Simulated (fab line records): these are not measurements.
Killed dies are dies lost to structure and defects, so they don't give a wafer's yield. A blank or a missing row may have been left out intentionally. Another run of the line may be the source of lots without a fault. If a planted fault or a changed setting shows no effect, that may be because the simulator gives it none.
A lot that was struck, set against a sound lot -- flow nandHarc -- 14 steps out of a route of 1302
Sound: wafers L238.1, L238.3, L238.4. The struck wafers were L251.2, L251.4, L251.5. The cause comes at the end.
Order at every step that has rows: each side's tool, ch and its chambers, its first start. Under that, the readings that differ: sound wafers -- struck wafers -- difference of the means -- sigmas: that difference in standard deviations of wafers without a fault.
alike: same words and numbers on both sides, and readings whose means sit less than 2 such deviations apart. not compared: any withheld reading, any reading some wafer has no value for, any bound like >300 that may hide the same value, and any number with overlapping values for which the record gives no deviation.
A row with sigmas, a row that says differs or no value, or rows on one side alone: a step with any of these is where the two part. Numbers that don't overlap but have no deviation are shown without sigmas and don't part them. Lack of a reading on every wafer of one side parts them only where that side has two or more wafers.

first, 1 step without rows for these wafers: NHARC_A_CONTACT_ETCH_138 (etches the open film in C4F8/O2/Ar, time 311 s, target depth 1914 nm).
NHARC_A_CONTACT_ETCH_139: etches the open film in C4F8/O2/Ar, time 195 s, target depth 840 nm.
  sound on harCapEtch-03 ch 0,1, day 24 02:14; struck on harCapEtch-03 ch 0,1, day 28 18:50
  not compared: rfHoursCounterH
then, 1 step without rows for these wafers: NHARC_A_CONTACT_ETCH_92 (etches the open film in CH3F/O2, target depth 40 nm, time 85.7 s).
NHARC_A_CONTACT_ETCH_98: etches the open film in C4F6/O2, target depth 20 nm, time 10 s.
  sound on rieDiel-01 ch 1,3, day 24 02:58; struck on rieDiel-01 ch 0,2,3
  alike: drypumpMotorCurrentA, oesProductAu, rfVppV, showerheadPlenumPTorr, throttleValvePct
  not compared: rfHoursCounterH
NHARC_A_CONTACT_CD_MEAS_15:
  sound: cdSem-03 at day 24 03:04; struck: cdSem-02 at day 28 19:34
  alike: cdNm
then, 3 steps without rows for these wafers: NHARC_A_CONTACT_STRIP_107 (strips in N2/H2); NHARC_A_CONTACT_STRIP_108 (strips in CF4/CHF3); NHARC_A_CONTACT_STRIP_109 (strips in O2/COS).
NHARC_A_CONTACT_ETCH_110: etches the open film in CF4/O2, target depth 60 nm, overetch 6 nm, time 33 s.
  sound on rieDiel-05 ch 0,2,3, day 24 03:21; struck on rieDiel-11 ch 1,2,3, day 28 19:52
  alike: drypumpMotorCurrentA, oesProductAu, rfVppV, showerheadPlenumPTorr, throttleValvePct
  not compared: rfHoursCounterH
NHARC_A_CONTACT_STRIP_26: strips in O2.
  sound on rieDiel-05 ch 1,2,3; struck on rieDiel-11 ch 1,3
  alike: drypumpMotorCurrentA, oesProductAu, rfVppV, showerheadPlenumPTorr, throttleValvePct
  not compared: rfHoursCounterH
then, 1 step without rows for these wafers: NHARC_A_CONTACT_STRIP_27 (strips in post etch residue remover, time 600 s).
NHARC_A_CONTACT_ALD_18: deposits TiN, target thk 3 nm, pulse time 1 s, ald cycles 150.
  sound on aldMetal-01 ch 0,1,3, day 24 04:00; struck on aldMetal-02 ch 1,3, day 28 20:32
  alike: heaterPowerW, precursorPulseHeightRel, susceptorTempC
NHARC_A_CONTACT_CVD_19: deposits W, target thk 300 nm, time 802 s.
  sound on cvdW-02 ch 0,1, day 24 04:12; struck on cvdW-01 ch 1, day 28 20:50
  no value came back on the struck wafers for any of 5 readings (chamberPressureTorr (Torr), heaterPowerOuterW (W) and others); on the sound wafers chamberPressureTorr (Torr) reads 40.04 39.90 39.99
NHARC_A_CONTACT_CMP_20: polishes, t overpolish 30 s, target thk 300 nm.
  sound on cmp-02 ch 0,1,2, day 24 05:05; struck on cmp-04 ch 0,1,3, day 28 21:35
reading,sound,struck,difference,sigmas
timeToEndpointS (s),55 50 59,0 1 3,-53,-17
  alike: motorCurrentA, overpolishRunS

WHERE THEY PART
Earliest at NHARC_A_CONTACT_CVD_19; latest, in this record, at NHARC_A_CONTACT_CMP_20.

WHY: what had been put in by the simulator
Beginning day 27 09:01, the whole step at NHARC_A_CONTACT_CVD_19 was skipped on cvdW-01. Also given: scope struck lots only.
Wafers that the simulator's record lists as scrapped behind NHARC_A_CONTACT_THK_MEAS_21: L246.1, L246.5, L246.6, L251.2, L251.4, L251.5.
